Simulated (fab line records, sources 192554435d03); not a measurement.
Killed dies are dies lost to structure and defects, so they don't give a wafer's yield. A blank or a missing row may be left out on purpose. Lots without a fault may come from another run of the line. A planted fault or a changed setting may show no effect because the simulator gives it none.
Chamber matching | flow n5_finfet | N5_GATE_CUT_SAC_CAP_01 on ald_sin-02: 4 sister chambers
The step material SiNx, target thk 24 nm, pulse time 1 s, ald cycles 480. 8 wafers are shown with their chamber, then 7 later ones without.

WAFERS WITH THEIR CHAMBER
wafer  | chamber | heater_power_w (W) | precursor_pulse_height_rel
L076.2 | 1       | 809                | 1.003
L083.1 | 2       | 845                | 0.980
L083.6 | 3       | 823                | 0.991
L085.3 | 3       | 815                | 1.025
L085.4 | 0       | 718                | 1.009
L085.5 | 1       | 825                | 0.987
L094.2 | 2       | 775                | 1.000
L094.4 | 0       | 703                | 0.986

WAFERS WITHOUT THEIR CHAMBER
wafer  | heater_power_w (W) | precursor_pulse_height_rel
L094.5 | 800                | 1.013
L095.1 | 778                | 0.982
L095.3 | 798                | 1.007
L095.6 | 774                | 0.992
L096.2 | 782                | 0.986
L096.4 | 791                | 0.999
L096.6 | 788                | 0.993

WHICH CHAMBER EACH WENT THROUGH
wafer  | from the rows above               | in truth
L094.5 | can't be placed: 3 or 1 or 2      | 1
L095.1 | can't be placed: 2 or 1 or 3 or 0 | 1
L095.3 | can't be placed: 3 or 1 or 2      | 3
L095.6 | can't be placed: 2 or 1 or 3 or 0 | 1
L096.2 | can't be placed: 2 or 1 or 3 or 0 | 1
L096.4 | can't be placed: 2 or 1 or 3      | 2
L096.6 | can't be placed: 2 or 1 or 3      | 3
Placed correctly: 0 of 7. Can't be placed from these rows: 7 (the true chamber is among the candidates in 7). Placed wrongly: 0.
How it was worked out, from the rows above alone: a wafer's distance from a chamber is the root of the sum, over the readings, of the square of ((its reading less the chamber's mean) divided by the reading's scatter). The wafer belongs to the nearest chamber; if the next one is less than 2 further off, it can't be placed. A chamber's mean is the mean of its shown wafers. The scatter: the root of (the sum of the squares of (reading less its chamber's mean) over the shown wafers, divided by (wafers less chambers)).
